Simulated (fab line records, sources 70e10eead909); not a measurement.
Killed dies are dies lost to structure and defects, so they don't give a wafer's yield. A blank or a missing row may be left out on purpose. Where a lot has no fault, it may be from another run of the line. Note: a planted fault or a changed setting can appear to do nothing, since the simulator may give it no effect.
fab line records	flow nand-harc
record lots=24	wafers=72	last-day=33
route steps=1302 shown P_M0@264 P_M1@296
lots with no fault: from the same line, run without faults
start-h: hours from the record's first day to the start of the lot's first wafer shown	wait-h: hours since the lot's step before	" repeats the value in the row above	L1.1+2: a single row standing in for several wafers	- no value, or no start given	* or withheld: withheld	< > ~ a bound
route shown NAME@n: NAME is a module with steps in the file, n the number in the route of the first one	usual: average and standard deviation across the fault-free wafers	same: alike in all rows	chamber/n: place in a boat	sites: readings site by site	_std_site: how widely they spread, as a standard deviation	_edge_site: mean of outer sites minus mean of inner sites	radius-mm: for every site, how far away it sits from the centre of the wafer	mask NAME#n: copy n	behind: the most recent tool/chamber to have shaped the wafer	hold: the reason the lot was held/the length of the hold in hours/how it ended	device: transistor that didn't switch, given as n, p or np	end of line: tests run on the same wafers once the route is complete	a step with no rows: only its recipe	killed: count of dies lost to structure and defects at first sort (not the wafer's yield)	map: shows each die of a wafer: x if killed, . if not, _ if none is there
set.NAME: setting as actually run; set.NAME@STEP: the setting as run at that earlier step	model.NAME: the simulator's own value behind a step, which no gauge read
steps of the route over a sample of lots; a table a step, a row a wafer
services: from which hour (start-h, from the record's first day; less than 0 if before it) a tool's chamber was out of use, for how many hours, and why
## steps
# step NHARC_P_M0_OVL_MEAS_10
# recipe pitch-nm=180
# usual overlay-x-nm=0.2/0.75	overlay-y-nm=-0.1/0.75
lot.wafer	tool	chamber	start-h	wait-h	overlay-x-nm	overlay-y-nm
L074.2	overlay-01	-	118.85	-	-1.6	-0.5
L074.3	"	-	"	"	-0.8	-0.8
L074.6	"	-	"	"	-1.1	-0.5
L075.3	overlay-01	-	126.47	-	0.1	-0.7
L075.4	"	-	"	"	0.8	-1.5
L075.6	"	-	"	"	0.7	-1.8
L076.1	overlay-02	-	142.99	-	-0.4	-0.9
L076.5	"	-	"	"	-0.4	-0.6
L076.6	"	-	"	"	-0.8	-0.2
L077.1	overlay-02	-	149.01	-	1.6	-0.5
L077.4	"	-	"	"	1.6	0.5
L077.5	"	-	"	"	1.9	-0.7
L079.1	overlay-01	-	171.60	-	0.7	-0.3
L079.4	"	-	"	"	0.4	-0.3
L079.6	"	-	"	"	0.3	0.0
L078.1	overlay-02	-	172.22	-	0.5	-1.7
L078.3	"	-	"	"	-0.4	-1.5
L078.5	"	-	"	"	0.3	-1.0
L080.1	overlay-01	-	190.16	-	1.5	-0.4
L080.2	"	-	"	"	0.7	-0.4
L080.5	"	-	"	"	1.4	0.1
L081.1	overlay-01	-	201.00	-	-0.3	0.0
L081.4	"	-	"	"	0.0	-0.5
L081.6	"	-	"	"	0.1	0.2
L082.1	overlay-01	-	201.56	-	1.0	-1.0
L082.3	"	-	"	"	1.0	-1.0
L082.6	"	-	"	"	0.6	-1.4
L083.2	overlay-01	-	220.25	-	0.4	-0.4
L083.3	"	-	"	"	0.1	0.6
L083.4	"	-	"	"	0.2	0.1
L084.1	overlay-02	-	227.92	-	0.6	-0.1
L084.2	"	-	"	"	0.8	-0.5
L084.6	"	-	"	"	1.0	-0.1
L085.3	overlay-02	-	233.95	-	-0.3	0.6
L085.4	"	-	"	"	-0.2	0.4
L085.5	"	-	"	"	0.1	0.7
L086.4	overlay-02	-	240.76	-	0.6	0.6
L086.5	"	-	"	"	0.7	1.0
L086.6	"	-	"	"	1.1	0.7
L087.1	overlay-02	-	246.67	-	0.2	-0.4
L087.5	"	-	"	"	0.2	-0.7
L087.6	"	-	"	"	0.2	-0.5
L088.1	overlay-01	-	265.44	-	0.4	-0.1
L088.4	"	-	"	"	-0.2	0.0
L088.6	"	-	"	"	-0.2	0.4
L089.2	overlay-02	-	268.85	-	0.2	1.1
L089.5	"	-	"	"	-0.4	1.5
L089.6	"	-	"	"	-0.5	1.0
L090.1	overlay-01	-	289.48	-	-0.6	0.6
L090.4	"	-	"	"	-1.0	0.6
L090.5	"	-	"	"	-0.3	0.2
L091.1	overlay-02	-	291.82	-	0.7	0.5
L091.3	"	-	"	"	0.4	0.4
L091.4	"	-	"	"	0.6	0.6
L092.2	overlay-02	-	307.83	-	0.6	-1.0
L092.3	"	-	"	"	-0.3	-0.9
L092.4	"	-	"	"	0.5	-0.7
L093.2	overlay-01	-	308.12	-	0.5	1.0
L093.4	"	-	"	"	0.4	1.2
L093.6	"	-	"	"	0.3	1.2
L094.1	overlay-02	-	322.35	-	-0.4	0.4
L094.4	"	-	"	"	-1.1	0.1
L094.6	"	-	"	"	-0.9	0.3
L095.2	overlay-02	-	341.82	-	0.7	0.8
L095.5	"	-	"	"	-0.3	0.7
L095.6	"	-	"	"	-0.2	0.8
L096.1	overlay-01	-	353.19	-	1.0	-0.7
L096.3	"	-	"	"	1.2	-0.8
L096.6	"	-	"	"	0.9	-0.6
L097.1	overlay-02	-	356.26	-	-0.9	-0.4
L097.2	"	-	"	"	-0.7	0.1
L097.3	"	-	"	"	-0.9	0.5
# step NHARC_P_M1_OVL_MEAS_10
# recipe pitch-nm=260
# usual overlay-x-nm=0.2/0.76	overlay-y-nm=0.3/0.94
lot.wafer	tool	chamber	start-h	wait-h	overlay-x-nm	overlay-y-nm
L074.2	overlay-01	-	122.76	-	0.2	0.7
L074.3	"	-	"	"	0.2	0.5
L074.6	"	-	"	"	0.5	0.4
L075.3	overlay-02	-	130.65	-	-0.1	0.8
L075.4	"	-	"	"	0.1	0.6
L075.6	"	-	"	"	0.1	1.1
L076.1	overlay-02	-	147.11	-	0.5	0.5
L076.5	"	-	"	"	-0.4	0.0
L076.6	"	-	"	"	0.1	1.0
L077.1	overlay-01	-	152.92	-	-1.0	-0.3
L077.4	"	-	"	"	-0.5	0.3
L077.5	"	-	"	"	-0.8	0.3
L079.1	overlay-02	-	175.64	-	0.5	0.9
L079.4	"	-	"	"	0.4	0.9
L079.6	"	-	"	"	0.0	0.3
L078.1	overlay-02	-	176.30	-	1.2	0.8
L078.3	"	-	"	"	2.2	0.9
L078.5	"	-	"	"	1.7	0.6
L080.1	overlay-02	-	194.22	-	0.0	2.0
L080.2	"	-	"	"	-0.5	1.8
L080.5	"	-	"	"	-0.7	2.3
L081.1	overlay-01	-	205.35	-	0.9	-0.7
L081.4	"	-	"	"	0.9	-1.2
L081.6	"	-	"	"	0.6	-0.3
L082.1	overlay-02	-	205.68	-	-0.1	0.4
L082.3	"	-	"	"	-0.6	0.6
L082.6	"	-	"	"	-0.7	0.7
L083.2	overlay-02	-	224.29	-	1.0	-0.2
L083.3	"	-	"	"	0.8	-0.4
L083.4	"	-	"	"	0.2	0.2
L084.1	overlay-02	-	231.95	-	-0.2	-1.0
L084.2	"	-	"	"	0.0	-0.8
L084.6	"	-	"	"	0.0	-1.1
L085.3	overlay-02	-	238.70	-	-1.2	-1.3
L085.4	"	-	"	"	-0.7	-1.4
L085.5	"	-	"	"	-0.6	-1.4
L086.4	overlay-02	-	244.82	-	-0.4	-0.6
L086.5	"	-	"	"	0.1	-0.8
L086.6	"	-	"	"	0.3	-0.6
L087.1	overlay-01	-	250.72	-	1.4	1.2
L087.5	"	-	"	"	1.2	1.0
L087.6	"	-	"	"	1.0	1.1
L088.1	overlay-02	-	269.63	-	2.0	-0.1
L088.4	"	-	"	"	0.9	-1.2
L088.6	"	-	"	"	0.8	-0.8
L089.2	overlay-02	-	273.27	-	-1.9	0.0
L089.5	"	-	"	"	-1.3	0.2
L089.6	"	-	"	"	-1.1	0.7
L090.1	overlay-02	-	293.38	-	1.4	-1.4
L090.4	"	-	"	"	1.8	-0.8
L090.5	"	-	"	"	1.7	-0.8
L091.1	overlay-01	-	295.86	-	1.1	1.7
L091.3	"	-	"	"	0.5	1.8
L091.4	"	-	"	"	1.0	1.5
L092.2	overlay-01	-	311.94	-	-0.5	1.3
L092.3	"	-	"	"	-0.3	1.7
L092.4	"	-	"	"	-0.4	2.0
L093.2	overlay-02	-	312.29	-	0.7	0.7
L093.4	"	-	"	"	0.7	1.0
L093.6	"	-	"	"	0.4	0.9
L094.1	overlay-01	-	326.47	-	0.4	0.2
L094.4	"	-	"	"	1.0	1.3
L094.6	"	-	"	"	-0.1	0.9
L095.2	overlay-02	-	345.81	-	0.2	-0.6
L095.5	"	-	"	"	0.4	-0.7
L095.6	"	-	"	"	0.2	-0.3
L096.1	overlay-01	-	357.26	-	0.3	0.0
L096.3	"	-	"	"	0.1	0.8
L096.6	"	-	"	"	0.2	0.1
L097.1	overlay-02	-	360.23	-	-0.3	0.8
L097.2	"	-	"	"	-0.1	0.6
L097.3	"	-	"	"	-0.6	0.2
# step NHARC_P_M1_INSPECT_11
# usual raw-defect-count=4.4/2.7
lot.wafer	tool	chamber	start-h	wait-h	raw-defect-count
L074.2	defect-inspect-01	-	122.80	0.0	9
L074.3	"	-	"	"	3
L074.6	"	-	"	"	6
L075.3	defect-inspect-02	-	130.69	0.0	2
L075.4	"	-	"	"	2
L075.6	"	-	"	"	1
L076.1	defect-inspect-01	-	147.15	0.0	5
L076.5	"	-	"	"	7
L076.6	"	-	"	"	7
L077.1	defect-inspect-01	-	152.95	0.0	2
L077.4	"	-	"	"	9
L077.5	"	-	"	"	5
L079.1	defect-inspect-01	-	175.68	0.0	2
L079.4	"	-	"	"	1
L079.6	"	-	"	"	3
L078.1	defect-inspect-02	-	176.34	0.0	6
L078.3	"	-	"	"	6
L078.5	"	-	"	"	4
L080.1	defect-inspect-02	-	194.26	0.0	5
L080.2	"	-	"	"	3
L080.5	"	-	"	"	2
L081.1	defect-inspect-02	-	205.39	0.0	1
L081.4	"	-	"	"	5
L081.6	"	-	"	"	4
L082.1	defect-inspect-02	-	205.72	0.0	3
L082.3	"	-	"	"	2
L082.6	"	-	"	"	2
L083.2	defect-inspect-01	-	224.33	0.0	12
L083.3	"	-	"	"	3
L083.4	"	-	"	"	7
L084.1	defect-inspect-01	-	231.99	0.0	3
L084.2	"	-	"	"	7
L084.6	"	-	"	"	7
L085.3	defect-inspect-01	-	238.74	0.0	2
L085.4	"	-	"	"	4
L085.5	"	-	"	"	5
L086.4	defect-inspect-01	-	244.86	0.0	9
L086.5	"	-	"	"	6
L086.6	"	-	"	"	2
L087.1	defect-inspect-02	-	250.76	0.0	3
L087.5	"	-	"	"	5
L087.6	"	-	"	"	2
L088.1	defect-inspect-02	-	269.67	0.0	4
L088.4	"	-	"	"	4
L088.6	"	-	"	"	4
L089.2	defect-inspect-02	-	273.30	0.0	19
L089.5	"	-	"	"	7
L089.6	"	-	"	"	9
L090.1	defect-inspect-02	-	293.42	0.0	7
L090.4	"	-	"	"	5
L090.5	"	-	"	"	6
L091.1	defect-inspect-02	-	295.89	0.0	1
L091.3	"	-	"	"	6
L091.4	"	-	"	"	4
L092.2	defect-inspect-01	-	311.98	0.0	0
L092.3	"	-	"	"	11
L092.4	"	-	"	"	2
L093.2	defect-inspect-01	-	312.33	0.0	4
L093.4	"	-	"	"	5
L093.6	"	-	"	"	4
L094.1	defect-inspect-02	-	326.50	0.0	3
L094.4	"	-	"	"	5
L094.6	"	-	"	"	5
L095.2	defect-inspect-02	-	345.85	0.0	6
L095.5	"	-	"	"	3
L095.6	"	-	"	"	7
L096.1	defect-inspect-02	-	357.30	0.0	5
L096.3	"	-	"	"	1
L096.6	"	-	"	"	4
L097.1	defect-inspect-01	-	360.27	0.0	3
L097.2	"	-	"	"	8
L097.3	"	-	"	"	5
# step NHARC_P_M1_CD_MEAS_16
# usual cd-nm=130.3/0.88
lot.wafer	tool	chamber	start-h	wait-h	cd-nm
L074.2	cd-sem-03	-	123.16	-	131.2
L074.3	"	-	"	"	130.2
L074.6	"	-	"	"	129.7
L075.3	cd-sem-02	-	131.06	-	130.1
L075.4	"	-	"	"	131.2
L075.6	"	-	"	"	130.4
L076.1	cd-sem-03	-	147.56	-	130.2
L076.5	"	-	"	"	129.8
L076.6	"	-	"	"	131.2
L077.1	cd-sem-03	-	153.32	-	130.9
L077.4	"	-	"	"	130.1
L077.5	"	-	"	"	130.2
L079.1	cd-sem-02	-	176.05	-	130.3
L079.4	"	-	"	"	129.2
L079.6	"	-	"	"	130.5
L078.1	cd-sem-02	-	176.70	-	130.8
L078.3	"	-	"	"	130.6
L078.5	"	-	"	"	131.2
L080.1	cd-sem-02	-	194.63	-	130.2
L080.2	"	-	"	"	129.9
L080.5	"	-	"	"	130.5
L081.1	cd-sem-02	-	205.75	-	129.9
L081.4	"	-	"	"	131.1
L081.6	"	-	"	"	130.7
L082.1	cd-sem-03	-	206.08	-	130.6
L082.3	"	-	"	"	132.2
L082.6	"	-	"	"	129.6
L083.2	cd-sem-02	-	224.70	-	129.9
L083.3	"	-	"	"	130.5
L083.4	"	-	"	"	128.4
L084.1	cd-sem-03	-	232.35	-	128.7
L084.2	"	-	"	"	129.1
L084.6	"	-	"	"	129.0
L085.3	cd-sem-03	-	239.10	-	130.4
L085.4	"	-	"	"	128.4
L085.5	"	-	"	"	130.0
L086.4	cd-sem-03	-	245.23	-	129.0
L086.5	"	-	"	"	129.6
L086.6	"	-	"	"	129.5
L087.1	cd-sem-03	-	251.16	-	130.6
L087.5	"	-	"	"	130.3
L087.6	"	-	"	"	129.4
L088.1	cd-sem-03	-	270.03	-	131.3
L088.4	"	-	"	"	130.8
L088.6	"	-	"	"	130.1
L089.2	cd-sem-01	-	273.67	-	130.6
L089.5	"	-	"	"	130.9
L089.6	"	-	"	"	131.6
L090.1	cd-sem-01	-	293.78	-	127.9
L090.4	"	-	"	"	129.8
L090.5	"	-	"	"	130.8
L091.1	cd-sem-03	-	296.26	-	130.7
L091.3	"	-	"	"	129.4
L091.4	"	-	"	"	131.1
L092.2	cd-sem-01	-	312.36	-	130.4
L092.3	"	-	"	"	129.4
L092.4	"	-	"	"	129.2
L093.2	cd-sem-01	-	312.70	-	130.5
L093.4	"	-	"	"	130.4
L093.6	"	-	"	"	129.8
L094.1	cd-sem-03	-	326.87	-	130.0
L094.4	"	-	"	"	132.1
L094.6	"	-	"	"	131.6
L095.2	cd-sem-01	-	346.22	-	130.6
L095.5	"	-	"	"	129.4
L095.6	"	-	"	"	130.1
L096.1	cd-sem-01	-	357.67	-	130.3
L096.3	"	-	"	"	130.8
L096.6	"	-	"	"	129.3
L097.1	cd-sem-03	-	360.63	-	130.8
L097.2	"	-	"	"	130.9
L097.3	"	-	"	"	130.7
# step NHARC_P_M1_STRIP_18
# recipe power-w=1000	n2-flow-sccm=150	h2-flow-sccm=150	ar-flow-sccm=0	bias-w=0	chemistry=N2/H2
# usual drypump-motor-current-A=5.9/0.32	oes-product-au=1.000/0.012	power-w=1000.1/2.9	rf-fwd-power-W=997.9/2.9	rf-vpp-V=90.8/1.1	showerhead-plenum-p-Torr=2.08/0.1	throttle-valve-pct=14.172/0.0084
# same bias-w=0
lot.wafer	tool	chamber	start-h	wait-h	drypump-motor-current-A	oes-product-au	power-w	rf-fwd-power-W	rf-hours-counter-h	rf-vpp-V	showerhead-plenum-p-Torr	throttle-valve-pct
L074.3	rie-diel-09	0	123.24	0.1	5.4	0.989	999.5	997.9	9	89.2	2.05	14.172
L074.2	"	3	"	"	6.1	1.011	999.8	1002.0	8	91.2	2.21	14.164
L074.6	"	0	"	"	5.4	0.988	1000.7	1002.8	-	92.5	2.05	14.174
L075.3	rie-diel-09	0	131.12	0.1	5.5	0.986	1000.4	1002.6	9	90.9	2.05	14.180
L075.4	"	2	"	"	6.1	0.980	1002.5	1000.3	10	91.2	2.15	14.172
L075.6	"	1	"	"	5.8	1.005	1000.5	997.1	-	92.4	2.13	14.169
L076.1	rie-diel-06	0	147.70	0.1	6.4	0.987	1006.0	1004.4	1	90.4	1.92	14.176
L076.6	"	1	"	"	5.9	0.988	999.2	996.9	-	90.2	1.94	14.163
L076.5	"	2	"	"	5.8	1.009	1000.9	1000.6	-	90.7	2.13	14.163
L077.1	rie-diel-09	2	153.39	0.1	6.1	0.996	999.2	994.0	0	91.8	2.15	14.170
L077.4	"	0	"	"	5.5	0.998	1000.2	994.3	0	90.2	2.05	14.177
L077.5	"	3	"	"	6.1	1.016	1000.0	997.7	-	92.1	2.21	14.170
L079.4	rie-diel-06	1	176.12	0.1	5.9	1.001	997.0	996.0	4	92.0	1.94	14.170
L079.1	"	2	"	"	5.8	1.005	997.8	999.6	4	91.2	2.13	14.176
L079.6	"	1	"	"	5.9	0.996	993.1	994.9	-	90.2	1.94	14.171
L078.1	rie-diel-09	0	176.80	0.1	5.5	1.000	998.4	997.6	2	89.3	2.04	14.164
L078.3	"	2	"	"	6.1	1.003	999.7	997.6	2	91.7	2.15	14.178
L078.5	"	3	"	"	6.1	1.031	996.3	995.2	-	90.7	2.20	14.171
L080.2	rie-diel-09	1	194.70	0.1	5.8	0.988	995.8	997.8	3	92.4	2.13	14.180
L080.1	"	2	"	"	6.1	0.992	1001.2	998.0	2	90.9	2.15	14.166
L080.5	"	2	"	"	6.1	0.983	996.5	1002.5	-	90.0	2.15	14.152
L081.1	rie-diel-06	1	205.85	0.1	5.9	0.983	999.1	995.1	7	91.2	1.94	14.161
L081.4	"	2	"	"	5.8	1.010	1000.2	995.3	8	91.5	2.13	14.181
L081.6	"	0	"	"	6.4	0.996	998.8	994.5	-	91.2	1.92	14.162
L082.3	rie-diel-04	2	206.16	0.1	4.8	0.999	998.0	1002.0	3	91.6	2.09	14.182
L082.1	"	1	"	"	6.0	1.014	1001.6	998.7	3	89.8	1.90	14.167
L082.6	"	2	"	"	4.8	1.017	999.9	1006.4	-	92.5	2.09	14.183
L083.3	rie-diel-09	2	224.77	0.1	6.1	1.001	1001.3	999.7	4	91.8	2.14	14.188
L083.2	"	3	"	"	6.1	1.034	1003.5	997.7	5	91.7	2.20	14.167
L083.4	"	0	"	"	5.4	1.002	1003.7	1000.5	5	91.2	2.04	14.170
L084.1	rie-diel-09	2	232.45	0.1	6.1	1.003	1001.1	1001.9	5	91.9	2.14	14.172
L084.2	"	3	"	"	6.1	1.022	997.6	996.8	5	92.1	2.20	14.178
L084.6	"	2	"	"	6.1	0.992	1004.1	1007.3	-	91.3	2.14	14.170
L085.4	rie-diel-09	3	239.17	0.1	6.1	1.020	1002.5	996.2	6	89.9	2.20	14.181
L085.3	"	0	"	"	5.5	1.003	1005.6	995.8	6	90.6	2.04	14.178
L085.5	"	3	"	"	6.1	1.022	1001.0	1001.8	-	91.8	2.20	14.162
L086.4	rie-diel-06	1	245.32	0.1	5.9	0.988	1001.9	1002.1	10	90.3	1.94	14.163
L086.6	"	0	"	"	6.4	0.992	999.3	998.8	-	90.2	1.92	14.177
L086.5	"	1	"	"	5.9	0.994	997.8	1000.5	-	88.0	1.94	14.167
L087.1	rie-diel-06	3	251.31	0.1	6.1	1.004	1005.1	996.9	11	90.5	1.90	14.174
L087.6	"	0	"	"	6.4	0.998	1003.9	993.1	-	88.8	1.92	14.168
L087.5	"	1	"	"	5.9	0.981	996.9	996.0	-	90.2	1.94	14.184
L088.4	rie-diel-06	2	270.11	0.1	5.8	1.010	997.2	995.0	14	93.0	2.13	14.188
L088.1	"	0	"	"	6.4	1.005	1000.9	998.8	11	89.3	1.92	14.173
L088.6	"	3	"	"	6.0	1.005	1002.0	990.6	-	89.5	1.90	14.175
L089.2	rie-diel-06	3	273.74	0.1	6.0	1.007	998.0	996.2	13	90.1	1.90	14.160
L089.5	"	3	"	"	6.0	1.007	999.5	1002.4	-	91.3	1.90	14.186
L089.6	"	0	"	"	6.4	1.009	996.6	995.9	-	87.4	1.91	14.168
L090.1	rie-diel-09	3	293.85	0.1	6.1	1.005	998.1	998.8	9	90.6	2.20	14.176
L090.4	"	1	"	"	5.8	0.991	1000.4	994.7	9	90.0	2.13	14.159
L090.5	"	3	"	"	6.1	1.021	1000.1	997.5	-	90.4	2.20	14.176
L091.3	rie-diel-09	1	296.33	0.1	5.8	0.991	1000.8	998.3	9	92.2	2.13	14.179
L091.1	"	2	"	"	6.1	0.991	1001.7	995.9	9	90.7	2.14	14.184
L091.4	"	3	"	"	6.1	1.020	1001.5	999.5	9	91.6	2.20	14.180
L092.2	rie-diel-09	3	312.43	0.1	6.1	1.016	994.9	996.4	10	91.1	2.20	14.166
L092.3	"	1	"	"	5.9	0.986	996.9	997.2	10	91.0	2.13	14.155
L092.4	"	2	"	"	6.1	0.999	1001.0	995.0	10	92.5	2.14	14.160
L093.4	rie-diel-04	0	312.79	0.1	5.4	0.990	999.0	998.1	29	90.6	2.13	14.172
L093.2	"	1	"	"	6.0	1.001	996.0	993.1	32	88.2	1.89	14.166
L093.6	"	3	"	"	5.6	0.976	998.1	1003.1	-	91.7	2.21	14.176
L094.1	rie-diel-06	2	326.97	0.1	5.8	1.004	998.6	999.5	1	89.8	2.13	14.157
L094.4	"	0	"	"	6.4	1.008	997.1	997.2	1	89.2	1.91	14.183
L094.6	"	2	"	"	5.8	1.013	999.2	995.6	-	92.1	2.13	14.179
L095.2	rie-diel-09	3	346.31	0.1	6.1	0.999	1002.3	1001.5	1	90.9	2.20	14.172
L095.6	"	2	"	"	6.1	0.996	1007.4	996.1	-	91.4	2.14	14.170
L095.5	"	3	"	"	6.1	1.004	998.3	1000.7	-	92.4	2.20	14.170
L096.3	rie-diel-09	1	357.75	0.1	5.8	1.010	1004.2	994.4	1	90.9	2.13	14.183
L096.1	"	2	"	"	6.1	1.010	1002.4	997.3	2	91.1	2.14	14.176
L096.6	"	1	"	"	5.8	0.995	1000.4	995.9	-	92.6	2.13	14.178
L097.3	rie-diel-09	1	360.70	0.1	5.8	1.003	999.6	995.1	1	90.8	2.13	14.183
L097.1	"	2	"	"	6.1	0.988	1002.4	1000.7	2	92.3	2.14	14.177
L097.2	"	3	"	"	6.1	1.020	990.8	999.7	2	93.7	2.20	14.145
# step NHARC_P_M1_PRE_CLEAN_30
# recipe time-s=30	temp-c=280	gas=H2/He
# usual heater-power-w=408/36
# same time-s=30
lot.wafer	tool	chamber	start-h	wait-h	heater-power-w
L074.2	pvd-sputter-01	-	-	-	381
L074.3	"	-	"	"	388
L074.6	"	-	"	"	375
L075.4	pvd-sputter-03	-	-	-	396
L075.3	"	-	"	"	407
L075.6	"	-	"	"	413
L076.1	pvd-sputter-03	-	-	-	394
L076.6	"	-	"	"	478
L076.5	"	-	"	"	400
L077.4	pvd-sputter-02	-	-	-	405
L077.1	"	-	"	"	408
L077.5	"	-	"	"	408
L079.1	pvd-sputter-02	-	-	-	420
L079.4	"	-	"	"	394
L079.6	"	-	"	"	409
L078.3	pvd-sputter-02	-	-	-	413
L078.1	"	-	"	"	393
L078.5	"	-	"	"	385
L080.1	pvd-sputter-01	-	-	-	424
L080.2	"	-	"	"	392
L080.5	"	-	"	"	387
L081.4	pvd-sputter-02	-	-	-	415
L081.1	"	-	"	"	399
L081.6	"	-	"	"	424
L082.3	pvd-sputter-03	-	-	-	407
L082.1	"	-	"	"	416
L082.6	"	-	"	"	411
L083.4	pvd-sputter-01	-	-	-	376
L083.2	"	-	"	"	412
L083.3	"	-	"	"	390
L084.2	pvd-sputter-02	-	-	-	411
L084.1	"	-	"	"	414
L084.6	"	-	"	"	413
L085.4	pvd-sputter-01	-	-	-	381
L085.3	"	-	"	"	380
L085.5	"	-	"	"	385
L086.4	pvd-sputter-03	-	-	-	403
L086.5	"	-	"	"	336
L086.6	"	-	"	"	478
L087.1	pvd-sputter-02	-	-	-	392
L087.6	"	-	"	"	407
L087.5	"	-	"	"	389
L088.1	pvd-sputter-01	-	-	-	383
L088.4	"	-	"	"	381
L088.6	"	-	"	"	417
L089.2	pvd-sputter-02	-	-	-	395
L089.5	"	-	"	"	407
L089.6	"	-	"	"	403
L090.1	pvd-sputter-03	-	-	-	486
L090.4	"	-	"	"	409
L090.5	"	-	"	"	334
L091.4	pvd-sputter-03	-	-	-	482
L091.1	"	-	"	"	415
L091.3	"	-	"	"	403
L092.3	pvd-sputter-02	-	-	-	395
L092.4	"	-	"	"	436
L092.2	"	-	"	"	402
L093.2	pvd-sputter-01	-	-	-	381
L093.4	"	-	"	"	375
L093.6	"	-	"	"	410
L094.4	pvd-sputter-03	-	-	-	397
L094.1	"	-	"	"	327
L094.6	"	-	"	"	419
L095.2	pvd-sputter-03	-	-	-	334
L095.6	"	-	"	"	403
L095.5	"	-	"	"	331
L096.3	pvd-sputter-03	-	-	-	347
L096.1	"	-	"	"	473
L096.6	"	-	"	"	418
L097.3	pvd-sputter-02	-	-	-	414
L097.2	"	-	"	"	394
L097.1	"	-	"	"	398
## services
tool	chamber	start-h	hours	kind
pvd-sputter-02	-	108.88	10.0	pm
rie-diel-09	1	112.02	9.1	repair
rie-diel-04	3	117.91	8.2	repair
rie-diel-06	-	130.23	9.0	pm
rie-diel-06	3	139.39	8.4	repair
rie-diel-09	-	143.12	9.0	pm
rie-diel-06	0	167.20	8.6	repair
pvd-sputter-03	-	170.00	10.0	pm
pvd-sputter-01	-	172.94	7.0	repair
rie-diel-04	-	178.05	9.0	pm
pvd-sputter-02	-	199.94	1.1	repair
rie-diel-04	0	206.95	14.8	repair
rie-diel-04	3	220.18	7.9	repair
pvd-sputter-01	-	226.00	10.0	pm
pvd-sputter-01	-	244.10	3.9	repair
rie-diel-09	0	260.17	12.0	repair
rie-diel-09	-	264.26	0.6	repair
rie-diel-09	-	272.91	0.9	repair
pvd-sputter-02	-	286.88	10.0	pm
pvd-sputter-01	-	290.79	1.9	repair
rie-diel-06	-	307.23	9.0	pm
rie-diel-09	-	320.12	9.0	pm
pvd-sputter-01	-	321.17	6.8	repair
pvd-sputter-03	-	348.00	10.0	pm
## key
fault none
